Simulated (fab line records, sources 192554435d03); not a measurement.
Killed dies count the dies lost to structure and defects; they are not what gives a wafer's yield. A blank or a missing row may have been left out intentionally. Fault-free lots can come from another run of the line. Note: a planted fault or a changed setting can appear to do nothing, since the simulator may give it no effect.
Split-lot trial + flow n5Finfet + 39 wafers read across 7 lots, on a route 1938 steps long

## ABOUT THE SPLIT
At N5_BEOL_M3_ILD_DEP_00 (deposits SiOC from DEMS/O2, target thk 79 nm, time 15.3 s), the setting targetThkA was moved away from the recipe's 790 angstrom on 9 of the 39 wafers read, by +18.0% to +51.1%. This setting was run at the recipe's value on the other wafers.

Between the split and the reading, the file records no step.

## THE READING
M3_ILD_THK, in nm, at N5_BEOL_M3_THK_MEAS_01. On this fab line, fault-free wafers typically give 78.9 nm with a standard deviation of 1 nm.

| wafer  | tool, chamber at the split | targetThkA as run, angstrom | against the recipe | M3_ILD_THK, nm | against lot-mates on the recipe |
|--------|----------------------------|-----------------------------|--------------------|----------------|---------------------------------|
| L074.2 | pecvd-04, 1                | 790                         | recipe             | 78.5           | -                               |
| L074.4 | pecvd-04, 2                | 790                         | recipe             | 79.1           | -                               |
| L074.6 | pecvd-04, 1                | 790                         | recipe             | 79.3           | -                               |
| L076.1 | pecvd-01, 1                | 790                         | recipe             | 77.6           | -                               |
| L076.2 | pecvd-01, 2                | 1194                        | +51.1%             | 119.2          | +40.8                           |
| L076.3 | pecvd-01, 0                | 790                         | recipe             | 78.1           | -                               |
| L076.4 | pecvd-01, 0                | 1194                        | +51.1%             | 121.0          | +42.6                           |
| L076.5 | pecvd-01, 1                | 790                         | recipe             | 79.5           | -                               |
| L076.6 | pecvd-01, 2                | 1194                        | +51.1%             | 120.0          | +41.6                           |
| L086.1 | pecvd-04, 2                | 1098                        | +39.0%             | 109.9          | +29.7                           |
| L086.2 | pecvd-04, 0                | 1098                        | +39.0%             | 110.4          | +30.2                           |
| L086.3 | pecvd-04, 1                | 790                         | recipe             | 79.4           | -                               |
| L086.4 | pecvd-04, 0                | 790                         | recipe             | 80.1           | -                               |
| L086.5 | pecvd-04, 1                | 790                         | recipe             | 81.2           | -                               |
| L086.6 | pecvd-04, 2                | 1098                        | +39.0%             | 112.0          | +31.8                           |
| L085.1 | pecvd-02, 2,1              | 790                         | recipe             | 78.8           | -                               |
| L085.2 | pecvd-02, 0                | 932                         | +18.0%             | 92.6           | +13.7                           |
| L085.3 | pecvd-02, 2,1              | 790                         | recipe             | 78.7           | -                               |
| L085.4 | pecvd-02, 1                | 932                         | +18.0%             | 94.2           | +15.3                           |
| L085.5 | pecvd-02, 0                | 790                         | recipe             | 79.1           | -                               |
| L085.6 | pecvd-02, 2                | 932                         | +18.0%             | 94.8           | +15.9                           |
| L087.1 | pecvd-02, 0                | 790                         | recipe             | 77.8           | -                               |
| L087.2 | pecvd-02, 1                | 790                         | recipe             | 78.6           | -                               |
| L087.3 | pecvd-02, 2                | 790                         | recipe             | 77.9           | -                               |
| L087.4 | pecvd-02, 1                | 790                         | recipe             | 79.5           | -                               |
| L087.5 | pecvd-02, 2                | 790                         | recipe             | 78.1           | -                               |
| L087.6 | pecvd-02, 0                | 790                         | recipe             | 78.3           | -                               |
| L094.1 | pecvd-01, 0                | 790                         | recipe             | 79.1           | -                               |
| L094.2 | pecvd-01, 2,1              | 790                         | recipe             | 77.7           | -                               |
| L094.3 | pecvd-01, 2,1              | 790                         | recipe             | 77.8           | -                               |
| L094.4 | pecvd-01, 0                | 790                         | recipe             | 80.1           | -                               |
| L094.5 | pecvd-01, 2                | 790                         | recipe             | 79.4           | -                               |
| L094.6 | pecvd-01, 1                | 790                         | recipe             | 79.0           | -                               |
| L095.1 | pecvd-01, 2                | 790                         | recipe             | 79.2           | -                               |
| L095.2 | pecvd-01, 0                | 790                         | recipe             | 78.5           | -                               |
| L095.3 | pecvd-01, 2                | 790                         | recipe             | 80.8           | -                               |
| L095.4 | pecvd-01, 0                | 790                         | recipe             | 81.0           | -                               |
| L095.5 | pecvd-01, 0,2              | 790                         | recipe             | 80.4           | -                               |
| L095.6 | pecvd-01, 0,2              | 790                         | recipe             | 80.3           | -                               |
Rows listing several chambers each stand for several wafers; the file does not say which wafer went through which chamber.

FIT RESULTS
A straight line over all 39 wafers: M3_ILD_THK changes by +0.806 nm for each +1% of targetThkA; r = +1.00; the points scatter about the line by 1 nm.
The same after taking each lot's own level away (the mean of its wafers on the recipe; 39 wafers): +0.805 nm for each +1%; r = +1.00; scatter 0.83 nm.
Per that fit: largest targetThkA move, reading shift of 41 nm.
From 78.37 to 80.23 nm: that is the span of the lots' own levels, equal to 1.9 times the standard deviation above.
Hence the lot-to-lot level has little effect on the slope; both slopes agree.
Check: +41.3 nm against its lot-mates is what the line predicts for one of the wafers moved furthest among these (+51.1%) when that wafer is left out of the fit. It came out at +40.8 nm against them.

## THE WHOLE CHAIN: every reading that the file lists as answering this split, in the file's order
| step                   | what it does                                              | reading                                                                           | change (the file's fit)               | r (the file's) |
|------------------------|-----------------------------------------------------------|-----------------------------------------------------------------------------------|---------------------------------------|----------------|
| N5_BEOL_M3_ILD_DEP_00  | deposits SiOC from DEMS/O2, target thk 79 nm, time 15.3 s | SiOC_of_BEOL_M3_ILD_DEP_00.thkNm (the simulator's own value, which no gauge read) | +0.807 nm for each +1% of the setting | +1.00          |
| N5_BEOL_M3_THK_MEAS_01 |                                                           | M3_ILD_THK                                                                        | +0.805 for each +1% of the setting    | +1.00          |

## FILE'S OWN FIT
M3_ILD_THK changes by +0.805 nm for each +1% of targetThkA, r = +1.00.
